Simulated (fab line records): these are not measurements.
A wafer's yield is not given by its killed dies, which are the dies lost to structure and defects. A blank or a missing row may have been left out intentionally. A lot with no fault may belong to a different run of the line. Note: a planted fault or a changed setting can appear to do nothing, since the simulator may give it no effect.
Struck lot and sound lot, side by side :: flow n5 finfet :: 38 out of 1938 route steps
Sound: the wafers L851.1, L851.5, L851.6. Struck: wafer L859.6 (L859.3, L859.5, from the same lot, were not struck and are left out); the cause is given at the end.
Per side, at each step with rows, come the tool, then ch with its chambers, and then its first start. Under that, the readings that differ: sound wafers :: struck wafers :: difference of the means :: sigmas: that difference in standard deviations of wafers without a fault.
alike: readings whose means differ by less than 2 such deviations, and words and numbers that are the same on both sides. not compared: withheld readings, readings that some wafer has no value for, bounds like >300 that may hide the same value, and numbers for which the record gives no deviation and whose values overlap.
A row with sigmas, a row that says differs or no value, or rows on one side alone: a step with any of these is where the two part. Non-overlapping numbers with no deviation appear without sigmas and do not part them. A reading missing from all wafers of one side parts the sides only when that side holds two or more wafers.

first, 9 steps without rows for these wafers: N5_MOL_CONTACT_COAG_PRE_CLEAN_142 (time 60 s); N5_MOL_CONTACT_COAG_SPUTTER_130 (material Co, target thk 47.5 nm); N5_MOL_CONTACT_COAG_PRECLEAN_125 (cleans in DIW, time 57.5 s); N5_MOL_CONTACT_COAG_SRD_126 (dry time 32 s); N5_MOL_CONTACT_COAG_CMP_23 (polishes, stops on SiO2, t overpolish 1.5 s, target thk 0 nm); N5_MOL_CONTACT_COAG_WET_ETCH_26 (target Co, target depth 13 nm); N5_MOL_CONTACT_COAG_WET_ETCH_116 (etches the open film in SC1-inhibited, target depth 4.6 nm, rinse time 30 s); N5_MOL_CONTACT_COAG_ALD_27 (deposits SiOC, target thk 17 nm, pulse time 1.5 s, time 2720 s); N5_MOL_CONTACT_COAG_CMP_28 (polishes, stops on SiNx, t overpolish 0.85 s, target thk 14.522 nm).
N5_MOL_CONTACT_COAG_ALD_123: deposits SiNx, target thk 5 nm, pulse time 1 s, purge time 2 s.
  sound on ald sin-01 ch 0,2,3, day 7 01:00; struck on ald sin-01 ch 3, day 9 00:50
reading: ald cycles
sound: 100 100 100
struck: 68
difference: -32
sigmas: 

reading: model.SiNx_of_MOL_CONTACT_COAG_ALD_123.thk nm (nm)
sound: 5 5 5
struck: 3.4
difference: -1.6
sigmas: 
  alike: heater power w, precursor pulse height rel
then, 26 steps without rows for these wafers: N5_MOL_CONTACT_COAG_PECVD_31 (deposits SiO2 from TEOS/O2, target thk 46 nm, time 8.9 s); N5_MOL_CONTACT_COAG_COAT_75 (time 60 s, resist thk 60 nm); N5_MOL_CONTACT_COAG_COAT_76 (time 60 s, resist thk 10 nm); N5_MOL_CONTACT_COAG_COAT_77 (time 60 s, resist thk 10 nm); N5_MOL_CONTACT_COAG_COAT_78 (resist thk 40 nm); N5_MOL_CONTACT_COAG_EBR_80; N5_MOL_CONTACT_COAG_SOFTBAKE_79 (time 60 s); N5_MOL_CONTACT_COAG_EXPOSE_81 (exposes mask VG, defocus 0 nm); N5_MOL_CONTACT_COAG_PEB_82 (peb time 60 s); N5_MOL_CONTACT_COAG_DEVELOP_83 (develop time 30 s); N5_MOL_CONTACT_COAG_DESCUM_88 (chemistry O2, time 7 s); N5_MOL_CONTACT_COAG_ETCH_89 (etches underlayer in N2/H2, target depth 13 nm, time 10.4 s); N5_MOL_CONTACT_COAG_ETCH_90 (etches SiARC in CF4, target depth 13 nm, time 21.7 s); N5_MOL_CONTACT_COAG_ALD_131 (deposits SiO2, target thk 5 nm, pulse time 1 s, co reactant pulse time 1 s); N5_MOL_CONTACT_COAG_ETCHBACK_132 (etches SiO2 in CHF3, target depth 10 nm, time 6.7 s); N5_MOL_CONTACT_COAG_ETCH_91 (etches SOC in N2/H2, target depth 60 nm, overetch 21 nm, time 101.2 s); N5_MOL_CONTACT_COAG_STRIP_92 (strips in N2/H2); N5_MOL_CONTACT_COAG_STRIP_93 (strips in N2/H2); N5_MOL_CONTACT_COAG_ETCHBACK_135 (etches SiO2 in CHF3, target depth 25 nm, time 16.7 s); N5_MOL_CONTACT_COAG_STRIP_118 (strips in CHF3); N5_MOL_CONTACT_COAG_VIA_ETCH_46 (etches SiO2 in C4F6/O2, target depth 46 nm, overetch 9.2 nm, time 40 s); N5_MOL_CONTACT_COAG_STRIP_96 (strips in N2/H2); N5_MOL_CONTACT_COAG_ETCH_47 (etches SiNx in CH3F/O2, stops on W, target depth 27 nm); N5_MOL_CONTACT_COAG_STRIP_119 (strips in N2/H2, time 30 s); N5_MOL_CONTACT_COAG_PRECLEAN_144 (cleans in alkaline clean, time 60 s); N5_MOL_CONTACT_COAG_SRD_145 (time 30 s).
N5_MOL_CONTACT_COAG_ETCH_124: etches SiNx in CH3F/O2, stops on SiOC, target depth 6.5 nm.
  sound on rie diel-04 ch 0,1,3, day 7 04:04; struck on rie diel-04 ch 2, day 9 04:56
reading: oes_o_777_au (a.u.)
sound: 0.79 0.71 0.73
struck: 0.94
difference: +0.20
sigmas: +3

reading: throttle valve pct (%)
sound: 16.53 16.15 16.17
struck: 15.76
difference: -0.52
sigmas: -3

reading: model.etch.depth nm (nm)
sound: 4.994 4.968 4.994
struck: 3.362
difference: -1.623
sigmas: 
  alike: drypump motor current A, oes product au, rf vpp V, showerhead plenum p Torr
  not compared: rf hours counter h
-- here the record skips 2 days between the struck wafers' starts before and after, leaving off in module MOL_CONTACT_COAG and picking up in module BEOL_M4 (first step shown: number 1111 of the route) --
N5_BEOL_M4_RC_MEAS_101:
  sound on prober-01 ch 0, day 9 19:44; struck on prober-02 ch 0, day 11 09:20
  alike: DIBL_N, DIBL_P, IOFF_N, IOFF_P, ION_N, ION_P, SS_N, SS_P, VT_N, VT_P

## WHERE THEY PART
Only at N5_MOL_CONTACT_COAG_ETCH_124, as far as this record shows. Later steps at which nothing parts them and some readings are alike: N5_BEOL_M4_RC_MEAS_101.

WHY: what the simulator had put in
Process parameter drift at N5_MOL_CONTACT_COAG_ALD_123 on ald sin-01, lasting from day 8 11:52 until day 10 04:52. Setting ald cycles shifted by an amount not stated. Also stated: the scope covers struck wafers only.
